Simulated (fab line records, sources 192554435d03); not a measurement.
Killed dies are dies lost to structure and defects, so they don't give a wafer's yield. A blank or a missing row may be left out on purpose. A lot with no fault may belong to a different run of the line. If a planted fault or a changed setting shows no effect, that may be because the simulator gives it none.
Matching of chambers	flow n5_finfet	N5_BEOL_M0_SAQP_ETCH_83 on rie_diel-02 has 4 sister chambers
The step etches SiARC in CF4, target depth 39 nm, time 65 s. 8 wafers are shown with their chamber, then 7 later ones without.

## WAFERS WITH THEIR CHAMBER
wafer	chamber	showerhead_plenum_p_Torr (Torr)	throttle_valve_pct (%)
L074.2	1	2.22	15.77
L076.1	2	2.14	15.94
L080.1	2	2.14	15.96
L080.6	3	2.29	15.67
L082.5	0	2.10	15.27
L082.6	3	2.29	15.68
L087.1	1	2.21	15.80
L087.2	0	2.10	15.29

## WAFERS WITH NO CHAMBER GIVEN
wafer	showerhead_plenum_p_Torr (Torr)	throttle_valve_pct (%)
L087.6	2.21	15.80
L092.4	2.13	15.99
L092.5	2.10	15.32
L092.6	2.28	15.72
L097.1	2.28	15.72
L097.5	2.28	15.72
L097.6	2.13	16.01

## WHICH CHAMBER EACH ONE RAN IN
wafer	from the rows above	in truth
L087.6	1	1
L092.4	2	2
L092.5	0	0
L092.6	3	3
L097.1	3	3
L097.5	3	3
L097.6	2	2
7 of 7 placed correctly. Not placeable from these rows: 0. Wrongly placed: 0.
How it was worked out, from the rows above alone: a wafer's distance from a chamber is the root of the sum, over the readings, of the square of ((its reading less the chamber's mean) divided by the reading's scatter). The wafer belongs to the nearest chamber; if the next one is less than 2 further off, it can't be placed. A chamber's mean is the mean of its shown wafers. The scatter: take each reading less its chamber's mean, square it, sum over the shown wafers, divide by the number of wafers less the number of chambers, and take the root.
